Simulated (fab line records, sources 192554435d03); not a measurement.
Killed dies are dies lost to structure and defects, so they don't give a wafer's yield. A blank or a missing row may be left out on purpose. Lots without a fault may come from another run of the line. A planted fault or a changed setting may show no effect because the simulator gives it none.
Chamber matching | flow n5_finfet | N5_GATE_CUT_SAC_CAP_01 on ald_sin-04: 4 sister chambers
The step material SiNx, target thk 24 nm, pulse time 1 s, ald cycles 480. 8 wafers are shown with their chamber, then 8 later ones without.

WAFERS WITH THEIR CHAMBER
wafer  | chamber | heater_power_outer_w (W) | heater_power_w (W)
L080.3 | 1       | 504                      | 783
L083.2 | 1       | 511                      | 814
L083.4 | 0       | 587                      | 904
L085.6 | 0       | 587                      | 902
L087.2 | 3       | 414                      | 657
L087.5 | 3       | 408                      | 691
L087.6 | 2       | 482                      | 761
L088.2 | 2       | 482                      | 762

WAFERS WITHOUT THEIR CHAMBER
wafer  | heater_power_outer_w (W) | heater_power_w (W)
L088.3 | 407                      | 669
L088.5 | 504                      | 830
L092.1 | 414                      | 671
L092.4 | 485                      | 767
L092.6 | 575                      | 916
L096.2 | 513                      | 785
L096.3 | 420                      | 681
L096.6 | 412                      | 670

WHICH CHAMBER EACH WENT THROUGH
wafer  | from the rows above | in truth
L088.3 | 3                   | 3
L088.5 | 1                   | 1
L092.1 | 3                   | 3
L092.4 | 2                   | 2
L092.6 | 0                   | 0
L096.2 | 1                   | 1
L096.3 | 3                   | 3
L096.6 | 3                   | 3
Placed correctly: 8 of 8. Can't be placed from these rows: 0. Placed wrongly: 0.
How it was worked out, from the rows above alone: a wafer's distance from a chamber is the root of the sum, over the readings, of the square of ((its reading less the chamber's mean) divided by the reading's scatter). The wafer belongs to the nearest chamber; if the next one is less than 2 further off, it can't be placed. A chamber's mean is the mean of its shown wafers. The scatter: the root of (the sum of the squares of (reading less its chamber's mean) over the shown wafers, divided by (wafers less chambers)).
